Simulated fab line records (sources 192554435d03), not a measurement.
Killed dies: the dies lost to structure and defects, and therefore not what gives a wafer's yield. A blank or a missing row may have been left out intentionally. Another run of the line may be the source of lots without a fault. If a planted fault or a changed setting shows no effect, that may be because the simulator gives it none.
Problem report, 8D (eight disciplines) form, completed by code || flow n5-finfet || the parts of the form that need people (team, actions taken, sign-off) are left out

== 1. WHAT IS WRONG ==
spin-speed-rpm at N5_BEOL_M8_COAT_59 reads a mean of 1454.8 rpm on 6 wafers of 2 lots; wafers without a fault read 1500.0 rpm with a standard deviation of 0.93. That puts it -49 standard deviations away from the usual mean.
The step: time 60 s, resist thk 100 nm.
Seen first at day 14 06:29 on litho-track-02, wafer L431.1. The record has a number at this step for 33 wafers belonging to 11 lots. Rule for "out", or "out of limits": more than 4 standard deviations from the usual mean. All remaining wafers that have a number are taken as sound.

== 2. WHAT THIS IS AND IS NOT ==
{"question": "which readings at this step", "is": "spin-speed-rpm", "is not": "-"}
{"question": "which lots", "is": "L431, L434", "is not": "L414, L417, L419, L421, L422, L423, L425, L426, L427"}
{"question": "which wafers of those lots", "is": "all that have a number", "is not": "-"}
{"question": "read on which tools", "is": "litho-track-02", "is not": "litho-track-03, litho-track-05"}
{"question": "when", "is": "from day 14 06:29", "is not": "up to then (27 sound wafers)"}

== 3. THE SUSPECTS, EACH WITH WHAT RULES IT OUT ==
Counting: a tool stays on the suspect list if, at a process step up to the reading, it processed all lots that are out and no sound lot following the first of them.
- rie-diel-01 at N5_BEOL_M7_STRIP_80 (strips in N2/H2, time 10 s): kept. All lots that are out passed through it, beginning with L431 at day 14 04:45, and no sound lot followed; its final sound lot before that point was L426 at day 13 04:06. N5_BEOL_M7_STRIP_80 gives no start for some lots, so the hours and the order of its lots are those of N5_BEOL_M8_ILD_DEP_00.
- pecvd-03 at N5_BEOL_M8_ILD_DEP_00 (deposits SiCOH lowk from DEMS/porogen, target thk 179.75 nm, time 33.4 s): kept. All lots that are out passed through it, beginning with L431 at day 14 04:45, and no sound lot followed; its final sound lot before that point was L427 at day 13 19:07.
- litho-track-02 at N5_BEOL_M8_COAT_59 (time 60 s, resist thk 100 nm): kept. All lots that are out passed through it, beginning with L431 at day 14 06:29, and no sound lot followed; its final sound lot before that point was L427 at day 13 20:13. On those wafers its own readings are out: spin-speed-rpm.
Still standing after the count: rie-diel-01 at N5_BEOL_M7_STRIP_80, pecvd-03 at N5_BEOL_M8_ILD_DEP_00, litho-track-02 at N5_BEOL_M8_COAT_59.

== 4. THE CAUSE (what the simulator had put in) ==
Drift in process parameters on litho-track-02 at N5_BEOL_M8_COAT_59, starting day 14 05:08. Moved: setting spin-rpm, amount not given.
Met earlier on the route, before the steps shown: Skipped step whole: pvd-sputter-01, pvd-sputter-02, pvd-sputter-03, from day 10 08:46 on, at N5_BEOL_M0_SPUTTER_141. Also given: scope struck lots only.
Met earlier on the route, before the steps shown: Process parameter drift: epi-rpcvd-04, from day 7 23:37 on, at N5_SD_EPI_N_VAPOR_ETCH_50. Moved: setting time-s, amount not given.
Counting left 3 suspects, and this tool is among them.

== 5. THE CHAIN OF EFFECTS, in route order ==
Each row: a reading whose mean over the struck wafers that have a number lies more than 3 standard deviations from the usual. Only readings whose record carries a usual standard deviation are examined. hours: median over the lots of the time between each lot's start at the first step of this table that gives one and its start at this step. sigmas: the change, counted in usual standard deviations.
{"hours": 0, "step": "N5_BEOL_M8_COAT_59", "reading": "spin-speed-rpm", "usual": "1500.0 rpm", "on struck wafers": 1454.8, "change": -45.2, "sigmas": -49}
Here are the process steps it includes:
- N5_BEOL_M8_COAT_59: time 60 s, resist thk 100 nm.

== 6. WHAT WOULD HAVE CAUGHT IT SOONER ==
In this record the first reading out of limits was taken at day 14 06:29, 1 hour after the fault began at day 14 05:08.
